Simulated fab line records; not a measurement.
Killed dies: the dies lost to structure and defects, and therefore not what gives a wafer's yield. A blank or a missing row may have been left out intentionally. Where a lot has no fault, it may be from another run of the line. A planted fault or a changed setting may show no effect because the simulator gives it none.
fab line records | flow n5Finfet | part 1 of 2: steps 1 to 16 of 26
record lots=5 wafers=15 lastDay=18
route steps=1938 shown BEOL_M0_CUTY@710 BEOL_M0@715
lots that met no fault: taken from a fault-free run of the same line
startH: the number of hours between the record's first day and the start of the first shown wafer of the lot | waitH: time in hours since the lot's previous step | " as in the row above | L1.1+2: one row covering several wafers at once | - value missing, or start not given | * or withheld: withheld | < > ~ a bound
route shown NAME@n: names a module that has steps shown in the file, with the first one's number in the route | usual: average and standard deviation across the fault-free wafers | same: alike in all rows | chamber/n: place in a boat | sites: readings site by site | _std_site: how widely they spread, as a standard deviation | _edge_site: outer sites' mean less inner sites' | radiusMm: how far each site lies from the wafer's centre | mask NAME#n: copy n | behind: the tool/chamber that last shaped the wafer | hold: cause of the lot's hold/its duration in hours/its outcome | device: names the non-switching transistor (n, p or np) | end of line: the tests these same wafers got at the end of their route | for a step that has no rows: nothing shown but its recipe | killed: count of dies lost to structure and defects at first sort (not the wafer's yield) | map: a wafer's dies, x killed, . not, _ none there
set.NAME: the run value of the setting; set.NAME@STEP: its run value at that earlier step | model.NAME: the simulator's own value behind a step, which no gauge read
lots at selected steps of the route; one table per step, one row per wafer
services: when a tool's chamber went out of use (startH, in hours from the record's first day, below 0 if earlier), for how many hours, and the reason
## steps
# step N5_BEOL_M0_CUTY_INSPECT_59
# recipe mode=adi inspectInstrument=macro
# usual rawDefectCount=2.0/1.3
# columns lot.wafer tool chamber startH waitH rawDefectCount
L075.1 defectInspect-02 - 122.40 0.0 1
L075.3 " - " " 0
L075.6 " - " " 3
L084.1 defectInspect-02 - 181.50 0.0 1
L084.2 " - " " 2
L084.4 " - " " 2
L087.3 defectInspect-02 - 199.43 0.0 3
L087.4 " - " " 1
L087.6 " - " " 1
L093.3 defectInspect-01 - 229.49 0.0 1
L093.4 " - " " 0
L093.5 " - " " 3
L094.3 defectInspect-01 - 233.38 0.0 1
L094.4 " - " " 4
L094.5 " - " " 2
# step N5_BEOL_M0_CUTY_DESCUM_61
# recipe chemistry=O2 timeS=7.9 sourcePowerW=50 biasPowerW=20 pressureMtorr=20 rfFrequencyHz=2.712e+07 tempC=40 resist=CAR-ArF-block o2FlowSccm=225
# usual drypumpMotorCurrentA=5.7/0.38 oesProductAu=0.81/0.1 rfVppV=243.9/1.2 showerheadPlenumPTorr=2.14/0.056 throttleValvePct=20.3/0.32
# columns lot.wafer tool chamber startH waitH drypumpMotorCurrentA oesProductAu rfHoursCounterH rfVppV showerheadPlenumPTorr throttleValvePct
L075.1 rieDiel-01 3 122.43 0.0 5.2 0.91 27 243.6 2.13 20.1
L075.3 " 1 " " 5.3 0.74 184 244.6 2.16 20.4
L075.6 " 1 " " 5.3 0.74 - 246.1 2.16 20.4
L084.1 rieDiel-06 3 181.63 0.1 4.9 0.71 210 240.7 1.98 20.3
L084.2 " 1 " " 5.6 0.82 81 243.0 2.12 20.6
L084.4 " 2 " " 5.6 0.68 249 244.5 2.15 20.3
L087.3 rieDiel-01 0 199.46 0.0 5.9 0.88 30 245.0 2.23 20.0
L087.4 " 2 " " 5.9 0.81 - 246.2 2.21 20.1
L087.6 " 0 " " 5.9 0.89 - 246.7 2.23 20.0
L093.3 rieDiel-01 0 229.92 0.4 5.9 0.87 39 246.0 2.23 20.0
L093.4 " 2 " " 5.9 0.80 82 244.4 2.20 20.1
L093.5 " 3 " " 5.2 0.87 - 243.8 2.12 20.1
L094.3 rieDiel-04 3 233.47 0.1 5.5 0.88 28 243.1 2.16 20.1
L094.4 " 1 " " 6.2 0.71 216 243.3 2.17 20.9
L094.5 " 2 " " 5.9 0.70 - 243.1 2.09 20.6
# step N5_BEOL_M0_CUTY_ETCH_62
# recipe chemistry=CF4 target=SiARC maskMaterial=CAR-ArF-block timeS=58.5 ionEnergyEv=80 pressureMtorr=40 sourceW=545 biasW=36 Ar_flow_sccm=100 cf4FlowSccm=100 ends=cleared
# usual drypumpMotorCurrentA=5.7/0.38 etchRfOnTimeS=58.6/1.1 oesProductAu=0.69/0.083 rfVppV=184.5/1 showerheadPlenumPTorr=2.18/0.05 throttleValvePct=15.5/0.32
# columns lot.wafer tool chamber startH waitH drypumpMotorCurrentA etchRfOnTimeS oesProductAu rfHoursCounterH rfVppV showerheadPlenumPTorr throttleValvePct
L075.1 rieDiel-01 3 122.47 0.0 5.2 56.1 0.78 27 185.0 2.19 15.3
L075.3 " 1 " " 5.3 58.3 0.64 184 184.9 2.23 15.8
L075.6 " 1 " " 5.3 58.4 0.64 - 183.3 2.23 15.8
L084.1 rieDiel-06 3 181.66 0.0 4.9 59.5 0.60 210 184.3 2.05 15.7
L084.2 " 1 " " 5.6 59.0 0.69 81 184.7 2.15 15.6
L084.4 " 2 " " 5.6 57.6 0.58 250 185.1 2.19 15.5
L087.3 rieDiel-01 0 199.50 0.0 5.9 59.1 0.74 30 185.6 2.27 15.1
L087.4 " 2 " " 5.9 60.0 0.68 - 186.1 2.23 15.3
L087.6 " 0 " " 5.9 58.9 0.75 - 185.9 2.27 15.1
L093.3 rieDiel-01 0 229.95 0.0 5.9 58.9 0.73 39 185.0 2.27 15.1
L093.4 " 2 " " 5.9 59.4 0.68 82 185.1 2.23 15.3
L093.5 " 3 " " 5.2 56.4 0.75 - 184.6 2.18 15.3
L094.3 rieDiel-04 3 233.50 0.0 5.5 58.0 0.75 28 184.4 2.19 15.2
L094.4 " 1 " " 6.2 57.2 0.62 216 186.1 2.21 16.0
L094.5 " 2 " " 5.9 59.6 0.60 - 184.7 2.12 15.7
# step N5_BEOL_M0_CUTY_ETCH_63
# recipe chemistry=N2/H2 target=SOC targetDepthA=827 overetchA=165 maskMaterial=SiARC tempC=40 ionEnergyEv=200 timeS=124 pressureMtorr=30 sourceW=840 biasW=150 n2FlowSccm=200 h2FlowSccm=200
# usual drypumpMotorCurrentA=5.7/0.38 oesProductAu=0.66/0.076 rfVppV=525.2/1.9 showerheadPlenumPTorr=2.59/0.069 throttleValvePct=17.6/0.33
# columns lot.wafer tool chamber startH waitH drypumpMotorCurrentA oesProductAu rfHoursCounterH rfVppV showerheadPlenumPTorr throttleValvePct
L075.1 rieDiel-01 3 122.51 0.0 5.3 0.73 27 525.3 2.59 17.5
L075.3 " 1 " " 5.3 0.61 184 526.7 2.62 17.9
L075.6 " 1 " " 5.3 0.61 - 526.1 2.62 17.9
L084.1 rieDiel-06 1 181.71 0.0 5.6 0.67 81 525.2 2.56 17.8
L084.2 " 2 " " 5.6 0.56 250 525.9 2.62 17.8
L084.4 " 0 " " 5.2 0.80 2 524.3 2.58 16.9
L087.3 rieDiel-01 0 199.54 0.0 5.9 0.72 30 527.5 2.70 17.3
L087.4 " 2 " " 5.9 0.66 - 526.6 2.69 17.6
L087.6 " 0 " " 5.9 0.71 - 529.5 2.70 17.3
L093.3 rieDiel-01 0 230.00 0.0 5.9 0.70 39 527.9 2.69 17.3
L093.4 " 2 " " 5.9 0.65 82 527.7 2.68 17.6
L093.5 " 3 " " 5.3 0.70 - 524.8 2.58 17.5
L094.3 rieDiel-04 3 233.55 0.0 5.5 0.71 28 525.5 2.58 17.2
L094.4 " 1 " " 6.2 0.58 216 526.7 2.62 18.1
L094.5 " 2 " " 5.9 0.58 - 524.1 2.50 17.9
# step N5_BEOL_M0_CUTY_STRIP_64
# recipe chemistry=N2/H2 tempC=40 n2FlowSccm=200 h2FlowSccm=200 rfFrequencyHz=6e+07
# columns lot.wafer tool chamber startH waitH
L075.1+3+6 rieDiel-01 3,1,1 122.63 0.1
L084.1+2+4 rieDiel-06 0,1,1 181.82 0.1
L087.3+4+6 rieDiel-01 0,2,0 199.66 0.1
L093.3+4+5 rieDiel-01 0,2,3 230.11 0.1
L094.3+4+5 rieDiel-04 3,1,2 233.66 0.1
# step N5_BEOL_M0_ETCH_138
# recipe chemistry=CH3F/O2 targetDepthA=120 target=SiCN timeS=31.6 ionEnergyEv=120 pressureMtorr=30 sourceW=395 biasW=75 Ar_flow_sccm=150 CH3F_flow_sccm=30 O2_flow_sccm=20 ends=cleared
# usual drypumpMotorCurrentA=5.7/0.38 etchRfOnTimeS=29.6/0.87 oesProductAu=0.69/0.084 rfVppV=298.2/1.2 showerheadPlenumPTorr=2.04/0.05 throttleValvePct=16.2/0.35
# columns lot.wafer tool chamber startH waitH drypumpMotorCurrentA etchRfOnTimeS oesProductAu rfHoursCounterH rfVppV showerheadPlenumPTorr throttleValvePct
L075.1 rieDiel-01 3 122.64 0.0 5.2 27.4 0.77 27 297.1 2.05 16.0
L075.3 " 1 " " 5.3 29.5 0.64 184 298.8 2.08 16.4
L075.6 " 1 " " 5.3 29.2 0.64 - 300.1 2.08 16.4
L084.1 rieDiel-06 0 181.83 0.0 5.2 28.0 0.84 2 297.9 2.03 15.6
L084.2 " 1 " " 5.5 29.4 0.70 81 298.8 2.02 16.4
L084.4 " 1 " " 5.6 29.8 0.69 - 298.1 2.02 16.4
L087.3 rieDiel-01 0 199.67 0.0 5.9 27.8 0.76 30 300.7 2.14 15.9
L087.4 " 2 " " 5.9 29.5 0.69 - 299.0 2.09 16.0
L087.6 " 0 " " 5.9 28.5 0.75 - 299.4 2.14 15.9
L093.3 rieDiel-01 0 230.12 0.0 5.9 29.7 0.73 39 300.5 2.14 15.9
L093.4 " 2 " " 5.9 30.5 0.68 83 299.2 2.09 16.0
L093.5 " 3 " " 5.2 30.6 0.74 - 297.5 2.04 16.1
L094.3 rieDiel-04 3 233.67 0.0 5.5 29.7 0.76 28 297.6 2.05 15.9
L094.4 " 1 " " 6.2 30.0 0.62 216 299.5 2.08 16.8
L094.5 " 2 " " 5.9 30.6 0.61 - 298.4 1.98 16.5
# step N5_BEOL_M0_HM_OPEN_105
# recipe chemistry=Cl2/BCl3 targetDepthA=120 target=TiN ionEnergyEv=150 pressureMtorr=10 icpW=1000 biasW=126 Cl2_flow_sccm=53.25 bcl3FlowSccm=21.75 Ar_flow_sccm=25
# usual drypumpMotorCurrentA=5.8/0.6 oesProductAu=0.81/0.074 throttleValvePct=21.85/0.19
# columns lot.wafer tool chamber startH waitH drypumpMotorCurrentA oesProductAu rfHoursCounterH throttleValvePct
L075.1 rieMetal-01 1 124.05 1.4 5.0 0.79 36 21.78
L075.3 " 0 " " 5.5 0.79 - 21.90
L075.6 " 0 " " 5.5 0.79 - 21.92
L084.1 rieMetal-03 1 183.24 1.4 6.7 0.82 32 21.78
L084.2 " 0 " " 5.7 0.88 11 21.69
L084.4 " 1 " " 6.7 0.81 - 21.80
L087.3 rieMetal-02 0 201.95 2.2 6.5 0.94 - 21.73
L087.4 " 1 " " 5.6 0.68 - 22.29
L087.6 " 1 " " 5.6 0.67 - 22.29
L093.3 rieMetal-03 0 232.97 2.8 5.7 0.89 - 21.69
L093.4 " 1 " " 6.7 0.80 - 21.78
L093.5 " 0 " " 5.7 0.88 - 21.69
L094.3 rieMetal-03 1 234.02 0.3 6.7 0.79 - 21.80
L094.4 " 0 " " 5.8 0.87 - 21.70
L094.5 " 0 " " 5.8 0.86 - 21.72
# step N5_BEOL_M0_STRIP_140
# recipe chemistry=CF4 resist=SiARC powerW=300 biasPowerW=75 pressureMtorr=50 cf4FlowSccm=150 rfFrequencyHz=6e+07
# usual drypumpMotorCurrentA=5.6/0.36 oesProductAu=0.80/0.086 rfVppV=272.0/1.6 showerheadPlenumPTorr=1.84/0.044 throttleValvePct=13.4/0.31
# columns lot.wafer tool chamber startH waitH drypumpMotorCurrentA oesProductAu rfHoursCounterH rfVppV showerheadPlenumPTorr throttleValvePct
L075.1 rieDiel-06 3 124.32 0.2 4.9 0.71 185 271.2 1.73 13.7
L075.3 " 2 " " 5.6 0.70 228 269.4 1.83 13.5
L075.6 " 0 " " 5.2 0.70 - 272.7 1.85 13.5
L084.1 rieDiel-06 1 183.55 0.3 5.6 0.80 82 273.7 1.80 13.6
L084.2 " 2 " " 5.6 0.67 250 272.1 1.83 13.5
L084.4 " 0 " " 5.2 0.97 - 272.3 1.85 13.0
L087.3 rieDiel-04 0 202.07 0.1 6.1 0.90 33 274.0 1.84 13.1
L087.4 " 3 " " 5.5 0.88 16 271.8 1.84 13.1
L087.6 " 3 " " 5.5 0.88 - 273.3 1.84 13.1
L093.3 rieDiel-04 3 233.09 0.1 5.5 0.85 27 270.9 1.83 13.2
L093.4 " 2 " " 5.9 0.70 219 269.7 1.77 13.7
L093.5 " 0 " " 6.1 0.89 - 270.6 1.83 13.1
L094.3 rieDiel-01 2 234.14 0.1 5.9 0.78 84 272.2 1.87 13.3
L094.4 " 3 " " 5.2 0.85 48 269.8 1.83 13.3
L094.5 " 1 " " 5.3 0.71 - 273.5 1.86 13.9
# step N5_BEOL_M0_STRIP_104
# recipe chemistry=N2/H2 powerW=450 tempC=40 pressureMtorr=20 rfFrequencyHz=6e+07 overashFraction=0.3 biasPowerW=7 h2Frac=0.5 n2FlowSccm=200 h2FlowSccm=200
# usual drypumpMotorCurrentA=5.6/0.36 oesProductAu=0.82/0.095 rfVppV=59.3/1.6 showerheadPlenumPTorr=2.60/0.075 throttleValvePct=23.34/0.29
# columns lot.wafer tool chamber startH waitH drypumpMotorCurrentA oesProductAu rfHoursCounterH rfVppV showerheadPlenumPTorr throttleValvePct
L075.1 rieDiel-06 3 124.34 0.0 4.9 0.72 186 58.3 2.41 23.26
L075.3 " 2 " " 5.6 0.67 228 58.8 2.62 23.63
L075.6 " 0 " " 5.2 0.70 - 58.6 2.58 22.99
L084.1 rieDiel-06 1 183.57 0.0 5.6 0.82 82 58.9 2.56 23.59
L084.2 " 2 " " 5.6 0.66 250 60.0 2.61 23.64
L084.4 " 0 " " 5.2 0.98 - 61.9 2.58 22.61
L087.3 rieDiel-04 0 202.09 0.0 6.1 0.92 33 59.8 2.59 23.26
L087.4 " 3 " " 5.5 0.92 16 61.1 2.57 22.97
L087.6 " 3 " " 5.5 0.91 - 57.7 2.58 22.97
L093.3 rieDiel-04 3 233.11 0.0 5.5 0.89 27 60.8 2.57 22.94
L093.4 " 2 " " 5.9 0.71 219 60.4 2.50 23.79
L093.5 " 0 " " 6.1 0.92 - 60.1 2.58 23.26
L094.3 rieDiel-01 2 234.16 0.0 6.0 0.80 84 55.3 2.68 23.25
L094.4 " 3 " " 5.2 0.89 48 60.2 2.57 23.29
L094.5 " 1 " " 5.3 0.71 - 57.2 2.60 23.68
# step N5_BEOL_M0_WET_ETCH_106
# recipe chemistry=DHF dilution=10:1 tempC=25 target=SiO2 targetDepthA=1300 dry=ipaMarangoni rinseTimeS=30 rinseTempC=23
# columns lot.wafer tool chamber startH waitH
L075.1+3+6 wetBench-06 5,7,3 124.40 -
L084.1+2+4 wetBench-05 6,0,5 183.63 -
L087.3+4+6 wetBench-05 4,2,7 202.16 -
L093.3+4+5 wetBench-05 2,1,3 233.18 -
L094.3+4+5 wetBench-06 2,5,6 234.23 -
# step N5_BEOL_M0_ETCH_128
# recipe chemistry=CF4/N2 targetDepthA=120 overetchA=51 target=SiCN timeS=21.4 ionEnergyEv=150 pressureMtorr=40 sourceW=430 biasW=70 Ar_flow_sccm=100 cf4FlowSccm=60 n2FlowSccm=60
# usual drypumpMotorCurrentA=5.6/0.37 oesProductAu=0.57/0.065 rfVppV=383.2/1.5 showerheadPlenumPTorr=2.24/0.059 throttleValvePct=15.2/0.32
# columns lot.wafer tool chamber startH waitH drypumpMotorCurrentA oesProductAu rfHoursCounterH rfVppV showerheadPlenumPTorr throttleValvePct
L075.1 rieDiel-01 1 124.51 0.1 5.3 0.50 185 384.7 2.29 15.6
L075.3 " 2 " " 5.9 0.58 43 385.3 2.32 15.0
L075.6 " 3 " " 5.2 0.61 - 382.8 2.25 15.1
L084.1 rieDiel-06 2 184.11 0.4 5.6 0.47 251 383.4 2.26 15.4
L084.2 " 1 " " 5.6 0.56 83 383.2 2.22 15.5
L084.4 " 0 " " 5.2 0.67 - 383.2 2.25 14.7
L087.3 rieDiel-04 2 202.22 0.0 5.9 0.49 208 382.3 2.18 15.5
L087.4 " 0 " " 6.1 0.63 33 382.7 2.25 14.9
L087.6 " 2 " " 5.9 0.50 - 379.7 2.18 15.5
L093.3 rieDiel-04 1 233.29 0.1 6.2 0.50 216 382.9 2.28 15.9
L093.4 " 3 " " 5.5 0.59 27 381.7 2.25 15.0
L093.5 " 2 " " 5.9 0.51 - 383.0 2.18 15.5
L094.3 rieDiel-01 0 234.78 0.5 5.9 0.60 41 384.8 2.34 15.0
L094.4 " 3 " " 5.2 0.59 48 383.2 2.25 15.2
L094.5 " 3 " " 5.2 0.60 - 382.9 2.25 15.2
# step N5_BEOL_M0_TRENCH_ETCH_107
# recipe chemistry=C4F6/O2 targetDepthA=328 target=SiOC timeS=16.4 ionEnergyEv=250 pressureMtorr=30 sourceW=355 biasW=185 Ar_flow_sccm=300 C4F6_flow_sccm=10 O2_flow_sccm=10
# usual drypumpMotorCurrentA=5.6/0.38 oesProductAu=0.82/0.098 rfVppV=666/17 showerheadPlenumPTorr=2.89/0.077 throttleValvePct=20.7/0.34
# columns lot.wafer tool chamber startH waitH drypumpMotorCurrentA oesProductAu rfHoursCounterH rfVppV showerheadPlenumPTorr throttleValvePct
L075.1 rieDiel-01 1 124.55 0.0 5.3 0.74 185 667 2.95 21.0
L075.3 " 2 " " 5.9 0.85 43 653 2.98 20.4
L075.6 " 3 " " 5.3 0.90 - 646 2.91 20.6
L084.1 rieDiel-06 2 184.15 0.0 5.6 0.68 251 639 2.92 20.7
L084.2 " 1 " " 5.5 0.81 83 674 2.87 21.0
L084.4 " 0 " " 5.2 0.98 - 683 2.89 20.1
L087.3 rieDiel-04 2 202.26 0.0 5.9 0.71 208 671 2.83 21.0
L087.4 " 0 " " 6.1 0.91 33 675 2.89 20.3
L087.6 " 2 " " 5.9 0.71 - 673 2.83 21.0
L093.3 rieDiel-04 1 233.33 0.0 6.3 0.71 216 663 2.96 21.4
L093.4 " 3 " " 5.5 0.88 27 700 2.91 20.5
L093.5 " 2 " " 6.0 0.71 - 672 2.82 21.0
L094.3 rieDiel-01 0 234.82 0.0 5.9 0.86 41 667 3.03 20.5
L094.4 " 3 " " 5.2 0.87 48 644 2.90 20.7
L094.5 " 3 " " 5.2 0.87 - 643 2.90 20.7
# step N5_BEOL_M0_STRIP_142
# recipe chemistry=N2/H2 timeS=10 powerW=450 tempC=40 pressureMtorr=20 rfFrequencyHz=6e+07 biasPowerW=7 n2FlowSccm=200 h2FlowSccm=200
# usual drypumpMotorCurrentA=5.6/0.37 oesProductAu=0.82/0.1 rfVppV=59.4/0.79 showerheadPlenumPTorr=2.57/0.076 throttleValvePct=23.3/0.34
# columns lot.wafer tool chamber startH waitH drypumpMotorCurrentA oesProductAu rfHoursCounterH rfVppV showerheadPlenumPTorr throttleValvePct
L075.1 rieDiel-01 1 124.57 0.0 5.3 0.75 185 59.5 2.62 23.7
L075.3 " 2 " " 5.9 0.86 43 59.8 2.70 23.2
L075.6 " 3 " " 5.3 0.91 - 58.8 2.58 23.3
L084.1 rieDiel-06 2 184.17 0.0 5.6 0.68 251 58.5 2.61 23.7
L084.2 " 1 " " 5.6 0.81 83 58.4 2.56 23.6
L084.4 " 0 " " 5.2 0.99 - 59.0 2.58 22.6
L087.3 rieDiel-04 2 202.29 0.0 5.9 0.73 208 59.1 2.50 23.8
L087.4 " 0 " " 6.1 0.94 33 59.7 2.59 23.3
L087.6 " 2 " " 6.0 0.72 - 59.1 2.50 23.8
L093.3 rieDiel-04 1 233.35 0.0 6.2 0.71 216 60.2 2.62 23.8
L093.4 " 3 " " 5.5 0.88 28 61.1 2.57 23.0
L093.5 " 2 " " 5.9 0.71 - 59.7 2.50 23.8
L094.3 rieDiel-01 0 234.84 0.0 5.9 0.86 41 60.2 2.69 23.1
L094.4 " 3 " " 5.3 0.88 48 61.0 2.57 23.3
L094.5 " 3 " " 5.2 0.87 - 58.4 2.57 23.3
# step N5_BEOL_M0_OCD_MEAS_108
# usual trenchDepthNm=32.7/0.57
# columns lot.wafer tool chamber startH waitH trenchDepthNm
L075.1 ocd-01 - 124.65 0.1 32.4
L075.3 " - " " 32.2
L075.6 " - " " 33.6
L084.1 ocd-02 - 184.25 0.1 32.6
L084.2 " - " " 32.5
L084.4 " - " " 33.4
L087.3 ocd-01 - 202.37 0.1 32.4
L087.4 " - " " 33.0
L087.6 " - " " 32.5
L093.3 ocd-02 - 233.43 0.1 32.5
L093.4 " - " " 33.6
L093.5 " - " " 32.7
L094.3 ocd-01 - 234.92 0.1 32.8
L094.4 " - " " 33.5
L094.5 " - " " 33.9
# step N5_BEOL_M0_HM_STRIP_129
# recipe chemistry=peroxideTinStrip material=TiN targetDepthA=170 tempC=50 timeS=108
# columns lot.wafer tool chamber startH waitH
L075.1+3+6 wetBench-06 6,5,4 124.68 0.0
L084.1+2+4 wetBench-05 3,6,7 184.28 0.0
L087.3+4+6 wetBench-05 0,2,7 202.40 0.0
L093.3+4+5 wetBench-05 6,5,0 233.46 0.0
L094.3+4+5 wetBench-03 3,4,7 234.95 0.0
# step N5_BEOL_M0_SRD_130
# recipe timeS=30 tempC=23 rinseLiquid=diw dry=ipaMarangoni
# columns lot.wafer tool chamber startH waitH
L075.1+3+6 wetBench-06 6,5,4 124.72 0.0
L084.1+2+4 wetBench-05 3,6,7 184.32 0.0
L087.3+4+6 wetBench-05 0,2,7 202.43 0.0
L093.3+4+5 wetBench-05 6,5,0 233.50 0.0
L094.3+4+5 wetBench-03 3,4,7 234.99 0.0
